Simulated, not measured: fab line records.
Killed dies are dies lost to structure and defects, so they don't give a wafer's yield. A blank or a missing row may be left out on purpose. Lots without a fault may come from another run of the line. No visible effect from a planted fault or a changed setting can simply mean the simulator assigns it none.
A struck lot beside a sound one | flow nandHarc | 17 out of 1302 route steps
Sound: the wafers L862.1, L862.3, L862.4. Struck: wafer L872.6. (L872.3, L872.5 of the same lot were not struck and are left out.) The cause comes at the end.
At each step with rows: each side's tool, then ch and its chambers, then its first start. Under that, the readings that differ: sound wafers | struck wafers | difference of the means | sigmas: that difference in standard deviations of wafers without a fault.
alike: readings with means less than 2 such deviations apart, plus words and numbers identical on both sides. not compared: withheld readings, readings lacking a value on some wafer, bounds such as >300 that could conceal the same value, and numbers that have no deviation in the record and whose values overlap.
A row with sigmas, a row that says differs or no value, or rows on one side alone: a step with any of these is where the two part. When numbers do not overlap yet have no deviation, they are printed without sigmas and do not part them. Lack of a reading on every wafer of one side parts them only where that side has two or more wafers.

NHARC_P_M1_ETCH_35: etches the open film in N2/H2, target depth 40 nm, overetch 12 nm, time 43.94 s.
  sound on rieDiel-09 ch 0,1,3, day 7 14:01; struck on rieDiel-09 ch 3, day 11 13:15
  alike: drypumpMotorCurrentA, h2FlowSccm, oesProductAu, rfVppV, showerheadPlenumPTorr, throttleValvePct
  not compared: rfHoursCounterH
NHARC_P_M1_ETCH_15: etches the open film in C4F8/Ar, target depth 182.5 nm, time 91.2 s.
  sound: rieDiel-09 ch 0,1,2; struck: rieDiel-09 ch 1
  alike: oesProductAu, rfVppV
  not compared: rfHoursCounterH
NHARC_P_M1_CD_MEAS_16:
  sound on cdSem-02 at day 7 14:14; struck on cdSem-01 at day 11 13:28
  alike: cdNm
then, 6 steps without rows for these wafers: NHARC_P_M1_STRIP_18 (strips in N2/H2); NHARC_P_M1_ETCH_28 (etches the open film in CF4/N2, target depth 30 nm, time 72.99 s); NHARC_P_M1_STRIP_19 (strips in post etch residue remover, time 600 s); NHARC_P_M1_DEGAS_29 (time 60 s); NHARC_P_M1_PRE_CLEAN_30 (time 30 s); NHARC_P_M1_PVD_20 (deposits TaN, target thk 5 nm, time 8.06 s).
NHARC_P_M1_PVD_21: deposits Cu, target thk 30 nm, time 20.49 s.
  sound on pvdSputter-03; struck on pvdSputter-02
  alike: substrateTempC, throttleValvePct
then, 1 step without rows for these wafers: NHARC_P_M1_ECD_22 (material Cu, target thk 400 nm).
NHARC_P_M1_ANNEAL_31: time 90 s.
  sound on rtpAnneal-02 ch 0, day 7 15:40; struck on rtpAnneal-02 ch 0, day 11 15:02
  alike: annealTempC, wafer_temp_C_max
NHARC_P_M1_CMP_23: polishes, t overpolish 20 s, target thk 157.82 nm.
  sound on cmp-03 ch 0,1,3, day 7 16:03; struck on cmp-01 ch 2, day 11 15:22
reading             | sound          | struck | difference | sigmas
timeToEndpointS (s) | 25.7 23.5 25.6 | 37.1   | +12.2      | +5
  alike: motorCurrentA, slurryFilterDpKPa
NHARC_P_M1_THK_MEAS_24: measures by xrf.
  sound on filmMetro-01 at day 7 16:20; struck on filmMetro-01 at day 11 15:35
reading    | sound             | struck | difference | sigmas
thkNm (nm) | 160.1 156.6 157.2 | 162.8  | +4.8       | +3
following that, these wafers have no rows for 1 step: NHARC_P_M1_SRD_25.
NHARC_P_M1_INSPECT_27:
  sound on defectInspect-02 at day 7 16:31; struck on defectInspect-02 at day 11 15:46
reading        | sound       | struck | difference | sigmas
rawDefectCount | 434 713 206 | 2379   | +1928      | +13
NHARC_P_M1_PRE_CLEAN_32: time 12 s.
  sound on pecvd-04 ch 0,2, day 7 16:35; struck on pecvd-02 ch 1, day 11 15:50
  alike: heaterPowerW

WHERE THEY PART
Last at NHARC_P_M1_INSPECT_27 as far as this record goes, first at NHARC_P_M1_CMP_23. Later steps at which nothing parts them and some readings are alike: NHARC_P_M1_PRE_CLEAN_32.

WHY: what the simulator had put in
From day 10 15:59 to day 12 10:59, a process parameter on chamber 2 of cmp-01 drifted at NHARC_P_M1_CMP_23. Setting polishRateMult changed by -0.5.
